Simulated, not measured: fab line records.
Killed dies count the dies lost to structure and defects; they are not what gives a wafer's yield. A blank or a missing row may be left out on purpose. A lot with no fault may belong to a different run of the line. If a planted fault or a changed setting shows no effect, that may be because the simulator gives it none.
fab line records || flow n5Finfet
[record] {"lots": 3, "wafers": 9, "lastDay": 15}
route steps=1938 shown BEOL_M3@961 BEOL_M4@1111 PASSIVATION@1936
lots untouched by any fault: they come from a run of this same line in which no faults occurred
startH: hours from the record's first day to the start of the lot's first wafer shown || waitH: hours since the lot's step before || " unchanged from the row above || L1.1+2: one row covering several wafers at once || - no value, or no start was given || * or withheld: withheld || < > ~ a bound
route shown NAME@n: NAME is a module with steps in the file, n the number in the route of the first one || usual: the fault-free wafers' mean and standard deviation || same: alike in all rows || chamber/n: place in a boat || sites: the reading at each site || _std_site: how widely they spread, as a standard deviation || _edge_site: inner sites' mean taken away from outer sites' mean || radiusMm: how far each site lies from the wafer's centre || mask NAME#n: copy n || behind: the last tool/chamber to shape the wafer || hold: the reason the lot was held/the length of the hold in hours/how it ended || device: the transistor (n, p or np) that didn't switch || end of line: at the end of the route, the tests of the same wafers || step lacking rows: just its recipe || killed: the dies lost at the first sort to structure and to defects; this is not the yield of the wafer || map: a wafer's dies, marking killed ones x, the rest . and places with no die _
set.NAME: the setting the step ran with; set.NAME@STEP: the setting that earlier step ran with || model.NAME: the simulator's own value behind a step, which no gauge read
a table for each step, a row for each wafer; lots at some steps of the route
services: when a tool's chamber went out of use (startH, in hours from the record's first day, below 0 if earlier), for how many hours, and the reason
[[steps]]
[step N5_BEOL_M3_EBR_24]
[recipe] {"solvent": "PGMEA", "ebrWidthMm": 1.5}
[step N5_BEOL_M3_SOFTBAKE_23]
[recipe] {"tempC": 110, "timeS": 60, "resist": "CAR-EUV"}
[step N5_BEOL_M3_EXPOSE_25]
[recipe] {"maskId": "V2", "na": 0.33, "sourceShape": "quasar", "sigmaInner": 0.2, "sigmaOuter": 0.8, "polarization": "unpolarized", "defocusNm": 5, "doseMj": 63}
[step N5_BEOL_M3_PEB_26]
[recipe] {"pebTempC": 100, "pebTimeS": 60, "resist": "CAR-EUV"}
[step N5_BEOL_M3_DEVELOP_27]
[recipe] {"developTimeS": 30, "developer": "TMAH", "resist": "CAR-EUV", "rinseLiquid": "surfactantRinse", "dry": "airSpin", "devTempC": 23}
[step N5_BEOL_M3_DESCUM_33]
[recipe] {"chemistry": "O2", "timeS": 7, "sourcePowerW": 50, "biasPowerW": 20, "pressureMtorr": 20, "rfFrequencyHz": 2.712e+07, "tempC": 40, "resist": "CAR-EUV", "o2FlowSccm": 225}
[step N5_BEOL_M3_ETCH_77]
[recipe] {"chemistry": "N2/H2", "target": "underlayer", "targetDepthA": 65, "maskMaterial": "CAR-EUV", "timeS": 5.2, "ionEnergyEv": 200, "pressureMtorr": 30, "sourceW": 840, "biasW": 150, "n2FlowSccm": 200, "h2FlowSccm": 200, "ends": "cleared"}
[step N5_BEOL_M3_ETCH_69]
[recipe] {"chemistry": "CF4", "target": "SiARC", "targetDepthA": 156, "maskMaterial": "CAR-EUV", "timeS": 26, "ionEnergyEv": 80, "pressureMtorr": 40, "sourceW": 545, "biasW": 36, "Ar_flow_sccm": 100, "cf4FlowSccm": 100, "ends": "cleared"}
[step N5_BEOL_M3_ALD_98]
[recipe] {"material": "SiO2", "targetThkA": 25, "tempC": 100, "aldPrecursorFamily": "BDEAS", "aldCoReactant": "O2-plasma", "pulseTimeS": 1, "coReactantPulseTimeS": 1, "purgeTimeS": 2, "coReactantPurgeTimeS": 2, "aldCycles": 17, "pressureTorr": 2}
[step N5_BEOL_M3_ETCHBACK_99]
[recipe] {"chemistry": "CHF3", "target": "SiO2", "targetDepthA": 50, "timeS": 10.4, "sourceW": 215, "biasW": 47, "Ar_flow_sccm": 200, "CHF3_flow_sccm": 12, "ionEnergyEv": 100, "pressureMtorr": 30}
[usual] {"drypumpMotorCurrentA": "5.8/0.47", "oesProductAu": "0.81/0.087", "rfVppV": "241.8/2.9", "showerheadPlenumPTorr": "2.16/0.077", "throttleValvePct": "17.06/0.21"}
{"lot.wafer": "L667.1", "tool": "rieDiel-03", "chamber": 1, "startH": 197.18, "waitH": 5.1, "drypumpMotorCurrentA": 5.9, "oesProductAu": 0.74, "rfHoursCounterH": 172, "rfVppV": 240.4, "showerheadPlenumPTorr": 2.24, "throttleValvePct": 17.31}
{"lot.wafer": "L667.5", "tool": "rieDiel-03", "chamber": 1, "startH": 197.18, "waitH": 5.1, "drypumpMotorCurrentA": 5.9, "oesProductAu": 0.73, "rfHoursCounterH": "-", "rfVppV": 240.6, "showerheadPlenumPTorr": 2.24, "throttleValvePct": 17.32}
{"lot.wafer": "L667.6", "tool": "rieDiel-03", "chamber": 0, "startH": 197.18, "waitH": 5.1, "drypumpMotorCurrentA": 6.7, "oesProductAu": 0.88, "rfHoursCounterH": "-", "rfVppV": 246.1, "showerheadPlenumPTorr": 2.11, "throttleValvePct": 16.94}
{"lot.wafer": "L675.3", "tool": "rieDiel-03", "chamber": 3, "startH": 237.96, "waitH": 4.3, "drypumpMotorCurrentA": 5.3, "oesProductAu": 0.94, "rfHoursCounterH": 12, "rfVppV": 245.6, "showerheadPlenumPTorr": 2.12, "throttleValvePct": 17.06}
{"lot.wafer": "L675.5", "tool": "rieDiel-03", "chamber": 3, "startH": 237.96, "waitH": 4.3, "drypumpMotorCurrentA": 5.3, "oesProductAu": 0.93, "rfHoursCounterH": "-", "rfVppV": 244.7, "showerheadPlenumPTorr": 2.12, "throttleValvePct": 17.06}
{"lot.wafer": "L675.6", "tool": "rieDiel-03", "chamber": 2, "startH": 237.96, "waitH": 4.3, "drypumpMotorCurrentA": 5.3, "oesProductAu": 0.74, "rfHoursCounterH": "-", "rfVppV": 239.3, "showerheadPlenumPTorr": 2.06, "throttleValvePct": 17.16}
{"lot.wafer": "L676.1", "tool": "rieDiel-03", "chamber": 0, "startH": 239.97, "waitH": 0.6, "drypumpMotorCurrentA": 6.6, "oesProductAu": 0.59, "rfHoursCounterH": 41, "rfVppV": 244.9, "showerheadPlenumPTorr": 2.11, "throttleValvePct": 16.96}
{"lot.wafer": "L676.4", "tool": "rieDiel-03", "chamber": 2, "startH": 239.97, "waitH": 0.6, "drypumpMotorCurrentA": 5.3, "oesProductAu": 0.74, "rfHoursCounterH": 166, "rfVppV": 240.3, "showerheadPlenumPTorr": 2.06, "throttleValvePct": 17.16}
{"lot.wafer": "L676.6", "tool": "rieDiel-03", "chamber": 0, "startH": 239.97, "waitH": 0.6, "drypumpMotorCurrentA": 6.7, "oesProductAu": 0.86, "rfHoursCounterH": "-", "rfVppV": 245.2, "showerheadPlenumPTorr": 2.11, "throttleValvePct": 17.00}
[step N5_BEOL_M3_ETCH_70]
[recipe] {"chemistry": "N2/H2", "target": "SOC", "targetDepthA": 800, "overetchA": 160, "maskMaterial": "SiARC", "tempC": 40, "timeS": 120, "ionEnergyEv": 200, "pressureMtorr": 30, "sourceW": 840, "biasW": 150, "n2FlowSccm": 200, "h2FlowSccm": 200}
[step N5_BEOL_M3_STRIP_71]
[recipe] {"chemistry": "N2/H2", "tempC": 40, "n2FlowSccm": 200, "h2FlowSccm": 200, "rfFrequencyHz": 6e+07}
[step N5_BEOL_M3_STRIP_78]
[recipe] {"chemistry": "N2/H2", "tempC": 40, "n2FlowSccm": 200, "h2FlowSccm": 200, "rfFrequencyHz": 6e+07}
[step N5_BEOL_M3_VIA_ETCH_34]
[recipe] {"chemistry": "C4F6/O2", "targetDepthA": 694, "maskMaterial": "SOC", "pressureMtorr": 15, "ionEnergyEv": 250, "taperDeg": 4, "timeS": 65.9, "sourceW": 350, "biasW": 170, "Ar_flow_sccm": 300, "C4F6_flow_sccm": 10, "O2_flow_sccm": 10}
[step N5_BEOL_M3_STRIP_83]
[recipe] {"chemistry": "C4F6/O2", "resist": "SiARC", "rfFrequencyHz": 6e+07}
[step N5_BEOL_M3_STRIP_36]
[recipe] {"chemistry": "N2/H2", "powerW": 450, "tempC": 40, "pressureMtorr": 20, "rfFrequencyHz": 6e+07, "overashFraction": 0.3, "biasPowerW": 7, "h2Frac": 0.5, "n2FlowSccm": 200, "h2FlowSccm": 200}
[step N5_BEOL_M3_TRENCH_ETCH_37]
[recipe] {"chemistry": "C4F6/O2", "targetDepthA": 555.55, "target": "SiOC", "timeS": 29.2, "ionEnergyEv": 250, "pressureMtorr": 30, "sourceW": 355, "biasW": 185, "Ar_flow_sccm": 300, "C4F6_flow_sccm": 10, "O2_flow_sccm": 10}
[step N5_BEOL_M3_ETCH_41]
[recipe] {"chemistry": "CH3F/O2", "target": "SiCN", "targetDepthA": 299, "taperDeg": 2, "timeS": 52.5, "ionEnergyEv": 120, "maskMaterial": "TiN", "pressureMtorr": 30, "sourceW": 395, "biasW": 75, "Ar_flow_sccm": 150, "CH3F_flow_sccm": 30, "O2_flow_sccm": 20}
[step N5_BEOL_M3_STRIP_97]
[recipe] {"chemistry": "N2/H2", "timeS": 10, "powerW": 450, "tempC": 40, "pressureMtorr": 20, "rfFrequencyHz": 6e+07, "biasPowerW": 7, "n2FlowSccm": 200, "h2FlowSccm": 200}
[step N5_BEOL_M3_OCD_MEAS_38]
[usual] {"trenchDepthNm": "55.6/1.1"}
{"lot.wafer": "L667.1", "tool": "ocd-02", "chamber": "-", "startH": 197.57, "waitH": "-", "trenchDepthNm": 55.4}
{"lot.wafer": "L667.5", "tool": "ocd-02", "chamber": "-", "startH": 197.57, "waitH": "-", "trenchDepthNm": 54.4}
{"lot.wafer": "L667.6", "tool": "ocd-02", "chamber": "-", "startH": 197.57, "waitH": "-", "trenchDepthNm": 56.1}
{"lot.wafer": "L675.3", "tool": "ocd-01", "chamber": "-", "startH": 238.36, "waitH": "-", "trenchDepthNm": 57.6}
{"lot.wafer": "L675.5", "tool": "ocd-01", "chamber": "-", "startH": 238.36, "waitH": "-", "trenchDepthNm": 57.4}
{"lot.wafer": "L675.6", "tool": "ocd-01", "chamber": "-", "startH": 238.36, "waitH": "-", "trenchDepthNm": 55.4}
{"lot.wafer": "L676.1", "tool": "ocd-01", "chamber": "-", "startH": 240.36, "waitH": "-", "trenchDepthNm": 50.9}
{"lot.wafer": "L676.4", "tool": "ocd-01", "chamber": "-", "startH": 240.36, "waitH": "-", "trenchDepthNm": 54.6}
{"lot.wafer": "L676.6", "tool": "ocd-01", "chamber": "-", "startH": 240.36, "waitH": "-", "trenchDepthNm": 56.1}
[step N5_BEOL_M3_HM_STRIP_39]
[recipe] {"chemistry": "peroxideTinStrip", "material": "TiN", "targetDepthA": 250, "tempC": 50, "timeS": 158}
[step N5_BEOL_M3_SRD_40]
[recipe] {"timeS": 30, "tempC": 23, "rinseLiquid": "diw", "dry": "ipaMarangoni"}
[step N5_BEOL_M3_PRECLEAN_42]
[recipe] {"chemistry": "residueRemover", "timeS": 60, "tempC": 40}
[step N5_BEOL_M3_SRD_43]
[recipe] {"timeS": 30, "tempC": 23, "rinseLiquid": "diw", "dry": "ipaMarangoni"}
[step N5_BEOL_M3_DEGAS_44]
[recipe] {"ambient": "vacuum", "tempC": 250, "timeS": 60}
[step N5_BEOL_M3_PRE_CLEAN_45]
[recipe] {"gas": "H2/He", "timeS": 30, "tempC": 250}
[step N5_BEOL_M3_ALD_84]
[recipe] {"material": "TaN", "targetThkA": "*", "tempC": 275, "aldPrecursorFamily": "PDMAT", "aldCoReactant": "NH3", "pressureTorr": 3, "carrierFlowSccm": 1500, "pulseTimeS": 2, "purgeTimeS": 3, "coReactantPurgeTimeS": 2, "coReactantPulseTimeS": 3, "aldCycles": 30, "precursorVesselTempC": 75, "precursorVesselPressureTorr": 26.25, "precursorVesselCarrierSccm": 1000}
[step N5_BEOL_M3_SURFACE_TREAT_85]
[recipe] {"gas": "Ar", "timeS": "*", "ionEnergyEv": "*", "ionCurrentMaCm2": 0.5, "pressureMtorr": "*", "arFlowSccm": 30}
[step N5_BEOL_M3_CVD_47]
[recipe] {"material": "Co", "targetThkA": 30, "tempC": "withheld", "precursor": "CCTBA/H2", "pressureTorr": 30, "timeS": 223.8}
[step N5_BEOL_M3_SPUTTER_48]
[recipe] {"material": "Cu", "targetThkA": 45, "tempC": -20, "chamberPressurePa": 0.07, "powerW": "withheld", "timeS": 8.29}
[step N5_BEOL_M3_ANNEAL_49]
[recipe] {"tempC": 400, "timeS": 240, "ambient": "vacuum"}
[step N5_BEOL_M3_SPUTTER_79]
[recipe] {"material": "Cu", "targetThkA": 45, "tempC": -20, "chamberPressurePa": 0.07, "powerW": "withheld", "timeS": 8.29}
[step N5_BEOL_M3_ANNEAL_80]
[recipe] {"tempC": 400, "timeS": 240, "ambient": "vacuum"}
[step N5_BEOL_M3_SPUTTER_81]
[recipe] {"material": "Cu", "targetThkA": 45, "tempC": -20, "chamberPressurePa": 0.07, "powerW": "withheld", "timeS": 8.29}
[step N5_BEOL_M3_ANNEAL_82]
[recipe] {"tempC": 400, "timeS": 240, "ambient": "vacuum"}
[step N5_BEOL_M3_SPUTTER_86]
[recipe] {"material": "Cu", "targetThkA": 45, "tempC": -20, "chamberPressurePa": 0.07, "powerW": "withheld", "timeS": 8.29}
[step N5_BEOL_M3_ANNEAL_87]
[recipe] {"tempC": 400, "timeS": 240, "ambient": "vacuum"}
[step N5_BEOL_M3_SPUTTER_88]
[recipe] {"material": "Cu", "targetThkA": 45, "tempC": -20, "chamberPressurePa": 0.07, "powerW": "withheld", "timeS": 8.29}
[step N5_BEOL_M4_RC_MEAS_101]
[usual] {"CHAIN_V2_max_site": "242/7.3", "DIBL_N": "36.3/1.2", "DIBL_P": "36.1/1.6", "IOFF_N": "0.161/0.023", "IOFF_P": "0.209/0.027", "ION_N": "676/8.9", "ION_P": "462/5.3", "SS_N": "71.5/0.51", "SS_P": "73.2/0.5", "VT_N": "249.1/2.5", "VT_P": "-249.9/2.8"}
{"lot.wafer": "L667.1", "tool": "prober-01", "chamber": 0, "startH": 211.73, "waitH": 0.0, "CHAIN_V2_max_site[ohm/link]": 249, "DIBL_N[mV/V]": 34.9, "DIBL_P[mV/V]": 35.9, "IOFF_N[nA/um]": 0.141, "IOFF_P[nA/um]": 0.178, "ION_N[uA/um]": 677, "ION_P[uA/um]": 457, "SS_N[mV/dec]": 71.6, "SS_P[mV/dec]": 73.8, "VT_N[mV]": 249.3, "VT_P[mV]": -254.8}
{"lot.wafer": "L667.5", "tool": "prober-01", "chamber": 0, "startH": 211.73, "waitH": 0.0, "CHAIN_V2_max_site[ohm/link]": 245, "DIBL_N[mV/V]": 34.5, "DIBL_P[mV/V]": 35.5, "IOFF_N[nA/um]": 0.138, "IOFF_P[nA/um]": 0.172, "ION_N[uA/um]": 679, "ION_P[uA/um]": 455, "SS_N[mV/dec]": 70.4, "SS_P[mV/dec]": 72.8, "VT_N[mV]": 250.1, "VT_P[mV]": -253.9}
{"lot.wafer": "L667.6", "tool": "prober-01", "chamber": 0, "startH": 211.73, "waitH": 0.0, "CHAIN_V2_max_site[ohm/link]": 243, "DIBL_N[mV/V]": 35.1, "DIBL_P[mV/V]": 36.0, "IOFF_N[nA/um]": 0.145, "IOFF_P[nA/um]": 0.176, "ION_N[uA/um]": 686, "ION_P[uA/um]": 466, "SS_N[mV/dec]": 71.4, "SS_P[mV/dec]": 72.9, "VT_N[mV]": 249.1, "VT_P[mV]": -252.3}
{"lot.wafer": "L675.3", "tool": "prober-02", "chamber": 0, "startH": 249.34, "waitH": 0.3, "CHAIN_V2_max_site[ohm/link]": 241, "DIBL_N[mV/V]": 36.2, "DIBL_P[mV/V]": 36.4, "IOFF_N[nA/um]": 0.166, "IOFF_P[nA/um]": 0.206, "ION_N[uA/um]": 669, "ION_P[uA/um]": 459, "SS_N[mV/dec]": 71.3, "SS_P[mV/dec]": 73.2, "VT_N[mV]": 250.0, "VT_P[mV]": -250.2}
{"lot.wafer": "L675.5", "tool": "prober-02", "chamber": 0, "startH": 249.34, "waitH": 0.3, "CHAIN_V2_max_site[ohm/link]": 239, "DIBL_N[mV/V]": 35.1, "DIBL_P[mV/V]": 35.6, "IOFF_N[nA/um]": 0.157, "IOFF_P[nA/um]": 0.204, "ION_N[uA/um]": 681, "ION_P[uA/um]": 469, "SS_N[mV/dec]": 72.0, "SS_P[mV/dec]": 72.9, "VT_N[mV]": 249.4, "VT_P[mV]": -250.6}
{"lot.wafer": "L675.6", "tool": "prober-02", "chamber": 0, "startH": 249.34, "waitH": 0.3, "CHAIN_V2_max_site[ohm/link]": 231, "DIBL_N[mV/V]": 34.9, "DIBL_P[mV/V]": 34.8, "IOFF_N[nA/um]": 0.150, "IOFF_P[nA/um]": 0.186, "ION_N[uA/um]": 668, "ION_P[uA/um]": 459, "SS_N[mV/dec]": 71.0, "SS_P[mV/dec]": 72.8, "VT_N[mV]": 251.0, "VT_P[mV]": -250.7}
{"lot.wafer": "L676.1", "tool": "prober-01", "chamber": 0, "startH": 256.56, "waitH": 0.0, "CHAIN_V2_max_site[ohm/link]": "~571", "DIBL_N[mV/V]": 38.4, "DIBL_P[mV/V]": 36.6, "IOFF_N[nA/um]": 0.189, "IOFF_P[nA/um]": 0.214, "ION_N[uA/um]": 680, "ION_P[uA/um]": 463, "SS_N[mV/dec]": 71.4, "SS_P[mV/dec]": 73.3, "VT_N[mV]": 246.8, "VT_P[mV]": -251.5}
{"lot.wafer": "L676.4", "tool": "prober-01", "chamber": 0, "startH": 256.56, "waitH": 0.0, "CHAIN_V2_max_site[ohm/link]": 242, "DIBL_N[mV/V]": 37.1, "DIBL_P[mV/V]": 35.1, "IOFF_N[nA/um]": 0.146, "IOFF_P[nA/um]": 0.190, "ION_N[uA/um]": 663, "ION_P[uA/um]": 459, "SS_N[mV/dec]": 71.3, "SS_P[mV/dec]": 73.0, "VT_N[mV]": 252.3, "VT_P[mV]": -252.8}
{"lot.wafer": "L676.6", "tool": "prober-01", "chamber": 0, "startH": 256.56, "waitH": 0.0, "CHAIN_V2_max_site[ohm/link]": 239, "DIBL_N[mV/V]": 37.0, "DIBL_P[mV/V]": 35.6, "IOFF_N[nA/um]": 0.159, "IOFF_P[nA/um]": 0.202, "ION_N[uA/um]": 673, "ION_P[uA/um]": 458, "SS_N[mV/dec]": 71.1, "SS_P[mV/dec]": 72.6, "VT_N[mV]": 248.4, "VT_P[mV]": -249.5}
[step N5_PASSIVATION_PROBE_49]
[usual] {"defectLimitedYield": "91.3/1.5", "killed_at_M0_to_M3": "35/10", "killed_at_M4_up": "13/5.3", "killedAtContacts": "12/5.7", "killedAtFrontEnd": "39/11", "killedAtOther": "3.3/2.7", "killedDies": "102/18", "killedOnRim": "13/4", "killedOpen": "67/13", "killedShort": "34/7.8", "sort_bin_5_function": "5.1/1", "sort_bin_6_memory": "3.3/0.68", "sortNPass": "1078/18", "sortYieldPct": "91.3/1.5"}
[same] {"grossDies": 1180, "killedAtBackSide": 0, "sort_bin_4_leakage[%]": 0, "sort_bin_8_speed[%]": 0}
{"lot.wafer": "L667.1", "tool": "prober-01", "chamber": "-", "startH": 308.96, "waitH": 0.0, "defectLimitedYield[%]": 88.7, "killed_at_M0_to_M3": 32, "killed_at_M4_up": 28, "killedAtContacts": 28, "killedAtFrontEnd": 42, "killedAtOther": 3, "killedDies": 133, "killedOnRim": 17, "killedOpen": 93, "killedShort": 39, "sort_bin_5_function[%]": 6.3, "sort_bin_6_memory[%]": 4.7, "sortNPass": 1047, "sortYieldPct[%]": 88.7}
{"lot.wafer": "L667.5", "tool": "prober-01", "chamber": "-", "startH": 309.16, "waitH": 0.2, "defectLimitedYield[%]": 91.7, "killed_at_M0_to_M3": 23, "killed_at_M4_up": 23, "killedAtContacts": 23, "killedAtFrontEnd": 26, "killedAtOther": 3, "killedDies": 98, "killedOnRim": 14, "killedOpen": 60, "killedShort": 36, "sort_bin_5_function[%]": 4.8, "sort_bin_6_memory[%]": 3.2, "sortNPass": 1082, "sortYieldPct[%]": 91.7}
{"lot.wafer": "L667.6", "tool": "prober-01", "chamber": "-", "startH": 309.21, "waitH": 0.3, "defectLimitedYield[%]": 90.3, "killed_at_M0_to_M3": 32, "killed_at_M4_up": 21, "killedAtContacts": 11, "killedAtFrontEnd": 43, "killedAtOther": 8, "killedDies": 115, "killedOnRim": 17, "killedOpen": 73, "killedShort": 37, "sort_bin_5_function[%]": 6.5, "sort_bin_6_memory[%]": 2.8, "sortNPass": 1065, "sortYieldPct[%]": 90.3}
{"lot.wafer": "L675.3", "tool": "prober-02", "chamber": "-", "startH": 356.81, "waitH": 0.1, "defectLimitedYield[%]": 92.1, "killed_at_M0_to_M3": 33, "killed_at_M4_up": 9, "killedAtContacts": 11, "killedAtFrontEnd": 38, "killedAtOther": 2, "killedDies": 93, "killedOnRim": 14, "killedOpen": 60, "killedShort": 33, "sort_bin_5_function[%]": 5.1, "sort_bin_6_memory[%]": 2.5, "sortNPass": 1087, "sortYieldPct[%]": 92.1}
{"lot.wafer": "L675.5", "tool": "prober-02", "chamber": "-", "startH": 356.91, "waitH": 0.2, "defectLimitedYield[%]": 92.4, "killed_at_M0_to_M3": 24, "killed_at_M4_up": 4, "killedAtContacts": 18, "killedAtFrontEnd": 42, "killedAtOther": 2, "killedDies": 90, "killedOnRim": 13, "killedOpen": 60, "killedShort": 29, "sort_bin_5_function[%]": 4.4, "sort_bin_6_memory[%]": 3.1, "sortNPass": 1090, "sortYieldPct[%]": 92.4}
{"lot.wafer": "L675.6", "tool": "prober-02", "chamber": "-", "startH": 356.96, "waitH": 0.3, "defectLimitedYield[%]": 89.4, "killed_at_M0_to_M3": 52, "killed_at_M4_up": 15, "killedAtContacts": 9, "killedAtFrontEnd": 49, "killedAtOther": 0, "killedDies": 125, "killedOnRim": 12, "killedOpen": 78, "killedShort": 47, "sort_bin_5_function[%]": 6.4, "sort_bin_6_memory[%]": 3.8, "sortNPass": 1055, "sortYieldPct[%]": 89.4}
{"lot.wafer": "L676.1", "tool": "prober-02", "chamber": "-", "startH": 358.48, "waitH": 0.0, "defectLimitedYield[%]": 85.9, "killed_at_M0_to_M3": 97, "killed_at_M4_up": 11, "killedAtContacts": 12, "killedAtFrontEnd": 41, "killedAtOther": 5, "killedDies": 166, "killedOnRim": 38, "killedOpen": 72, "killedShort": 37, "sort_bin_5_function[%]": 10.2, "sort_bin_6_memory[%]": 3.6, "sortNPass": 1014, "sortYieldPct[%]": 85.9}
{"lot.wafer": "L676.4", "tool": "prober-02", "chamber": "-", "startH": 358.63, "waitH": 0.2, "defectLimitedYield[%]": 93.8, "killed_at_M0_to_M3": 36, "killed_at_M4_up": 8, "killedAtContacts": 6, "killedAtFrontEnd": 21, "killedAtOther": 2, "killedDies": 73, "killedOnRim": 10, "killedOpen": 58, "killedShort": 14, "sort_bin_5_function[%]": 3.8, "sort_bin_6_memory[%]": 2.3, "sortNPass": 1107, "sortYieldPct[%]": 93.8}
{"lot.wafer": "L676.6", "tool": "prober-02", "chamber": "-", "startH": 358.73, "waitH": 0.3, "defectLimitedYield[%]": 90.3, "killed_at_M0_to_M3": 45, "killed_at_M4_up": 11, "killedAtContacts": 6, "killedAtFrontEnd": 49, "killedAtOther": 3, "killedDies": 114, "killedOnRim": 10, "killedOpen": 72, "killedShort": 42, "sort_bin_5_function[%]": 5.0, "sort_bin_6_memory[%]": 4.1, "sortNPass": 1066, "sortYieldPct[%]": 90.3}
// killed by level:class
L667.1 MOL_CONTACT_COAG:geometricParticle:open=23 BEOL_M4:geometricParticle:open=12 FIN_SAQP:geometricParticle:open=11 BEOL_M0_SAQP:geometricParticle:short=9 STI_FIN_REVEAL:geometricParticle:open=7 BEOL_M0_SAQP:geometricParticle:open=7 GATE_CUT:geometricParticle:short=5 BEOL_M4:geometricParticle:short=5
L667.5 MOL_CONTACT_COAG:geometricParticle:open=15 MOL_CONTACT_COAG:geometricParticle:short=8 BEOL_M4:geometricParticle:short=8 BEOL_M0_SAQP:geometricParticle:open=7 FIN_SAQP:geometricParticle:open=5 DUMMY_GATE:geometricParticle:open=5 BEOL_M0_SAQP:geometricParticle:short=5 BEOL_M4:geometricParticle:open=5
L667.6 BEOL_M4:geometricParticle:open=10 BEOL_M2:geometricParticle:open=10 MOL_CONTACT_COAG:geometricParticle:open=9 BEOL_M0_SAQP:geometricParticle:short=9 DUMMY_GATE:geometricParticle:open=8 GATE_CUT:geometricParticle:short=8 FIN_SAQP:geometricParticle:open=6 BEOL_M1:geometricParticle:open=6
L675.3 FIN_SAQP:geometricParticle:short=10 MOL_CONTACT_COAG:geometricParticle:open=9 BEOL_M2:geometricParticle:open=8 BEOL_M1:geometricParticle:open=7 BEOL_M3:geometricParticle:open=7 FIN_SAQP:geometricParticle:open=6 STI_FIN_REVEAL:geometricParticle:open=5 BEOL_M5:geometricParticle:open=4
L675.5 MOL_CONTACT_COAG:geometricParticle:open=13 STI_FIN_REVEAL:geometricParticle:open=11 FIN_SAQP:geometricParticle:short=9 BEOL_M3:geometricParticle:open=6 BEOL_M1:geometricParticle:open=6 GATE_CUT:geometricParticle:open=5 MOL_CONTACT_COAG:geometricParticle:short=5 BEOL_M0_SAQP:geometricParticle:short=4
L675.6 BEOL_M2:geometricParticle:open=18 FIN_SAQP:geometricParticle:short=12 BEOL_M3:geometricParticle:open=8 BEOL_M1:geometricParticle:open=7 GATE_CUT:geometricParticle:short=7 FIN_SAQP:geometricParticle:open=6 MOL_CONTACT_COAG:geometricParticle:open=6 BEOL_M0_SAQP:geometricParticle:open=6
L676.1 BEOL_M3:areaEtchback=57 MOL_CONTACT_COAG:geometricParticle:open=9 BEOL_M3:geometricParticle:open=9 BEOL_M2:geometricParticle:open=8 GATE_CUT:geometricParticle:open=7 BEOL_M0_SAQP:geometricParticle:short=7 GATE_CUT:geometricParticle:short=6 BEOL_M4:geometricParticle:open=6
L676.4 BEOL_M1:geometricParticle:open=13 BEOL_M0_SAQP:geometricParticle:open=9 BEOL_M3:geometricParticle:open=7 STI_FIN_REVEAL:geometricParticle:open=6 BEOL_M4:geometricParticle:open=6 MOL_CONTACT_COAG:geometricParticle:open=4 GATE_CUT:geometricParticle:open=3 GATE_CUT:geometricParticle:short=3
L676.6 BEOL_M3:geometricParticle:open=15 GATE_CUT:geometricParticle:short=10 BEOL_M1:geometricParticle:open=7 GATE_CUT:geometricParticle:open=7 FIN_SAQP:geometricParticle:open=6 STI_FIN_REVEAL:geometricParticle:open=6 MOL_CONTACT_COAG:geometricParticle:open=5 BEOL_M0_SAQP:geometricParticle:open=5
// map L676.1 (x killed, . not)
_________________xx.xxx.x....________________
______________.xx..xxx..x......x_____________
___________.x..x.xxxxx..x......x.x.__________
__________x.....x..xx..............x_________
________...........x.......x...x..x..x_______
_______..x.x..........x....x..........x______
______..xx.................x...x........_____
_____.....x...........x.........x...x.x..____
____.....x..............x..............xx.___
___.........x...x..x.....................xx__
___.............................x......x.x.__
__.............................x...x...x..xx_
__...x....x.x........x................x..x.._
_.....................x................xxx..x
_.........................................x..
_.........x..x..x...x..........x....xx....x.x
_........x..................x...x.x..........
_.....x.x...xx.....x.....x....x..........x...
_.x................x.........x..x....x.......
_x..x..............x...x..x..............x.xx
_..x.......x........xx..............x....xxx.
__...x......xx............................x._
__...........x..x........x.............xx.x._
___.......x.....................x...x...xx.__
___.......x..........x...................xx__
____x..x................x.x............x.x___
_____.....................xx........xx...____
______x.x.................x........xxx.._____
_______......................x.......x.______
________............xx................_______
__________.....x...................x_________
___________x................x.....x__________
______________...x.x.......x...._____________
_________________...........x________________
// map L667.1 (x killed, . not)
_________________xx..........________________
______________x....xx..........._____________
___________.....x.x.......x........__________
__________.....................x...._________
________.............x.......x........_______
_______.......xx......xx....x.....x....______
______..xx.x.x....................x..x.._____
_____...........x.........x.x............____
____...........x......................x.xx___
___x...x..........x........................__
___...........x.......x..........x.........__
__..........x....................x.........._
__.............x....x....x.................x_
_.......x.x.x..x........................x....
_..............x...................xx.......x
_..x.....x.....................x....x........
_.....x...........x...x.................x.x..
_.x.........x......xx.....x.....x.x..........
_..............x......x.x..x............x....
_.......x......x..x................x.....xx.x
_...x....x...............x...........x...xxx.
__..xx.x.....x.............................._
__...........x............x..........x..x..._
___.....x.................x...x............__
___...........................x....x...x...__
____............x...................x...x.___
_____...x.........x...x.x.x..............____
______x...........x.x.....x............._____
_______.............................xx.______
________........x...x.....x..........._______
__________....x.......xx.xx.x.x....._________
___________.....x..x..........x.x..__________
______________..x...x...x.....x._____________
_________________x...........________________
[[services]]
{"tool": "rieDiel-03", "chamber": 3, "startH": 179.37, "hours": "-", "kind": "clean"}
{"tool": "rieDiel-03", "chamber": 3, "startH": 179.37, "hours": "-", "kind": "consumableReplace:focusRing"}
{"tool": "rieDiel-03", "chamber": 3, "startH": 179.37, "hours": 16.3, "kind": "scheduledDown"}
{"tool": "rieDiel-03", "chamber": 3, "startH": 179.37, "hours": 16.3, "kind": "ventCycle"}
[[key]]
[firstSign] {"step": "N5_BEOL_M3_OCD_MEAS_38", "reading": "trenchDepthNm", "direction": "down", "sigmas": 4.5, "usual": 55.6, "struck": 50.9}
[effect] {"step": "N5_BEOL_M4_RC_MEAS_101", "reading": "CHAIN_V2_max_site", "direction": "up", "sigmas": 45, "usual": 242, "struck": "~571"}
[effect] {"step": "N5_PASSIVATION_PROBE_49", "reading": "killed_at_M0_to_M3", "direction": "up", "sigmas": 6, "usual": 35, "struck": 97}
[moreKillsBornAt] {"N5_BEOL_M3_ETCHBACK_99@rieDiel-03": 57}
metAt N5_BEOL_M3_ETCHBACK_99
struckWafers L676.1
onsetBetween 237.96 239.97
[fault] {"kind": "processParameterDrift", "tool": "rieDiel-03", "chamber": "-", "onsetH": 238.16, "steps": "N5_BEOL_M3_ETCHBACK_99", "channel": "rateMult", "offset": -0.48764, "shape": "step", "endH": 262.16, "scope": "struckWafersOnly"}
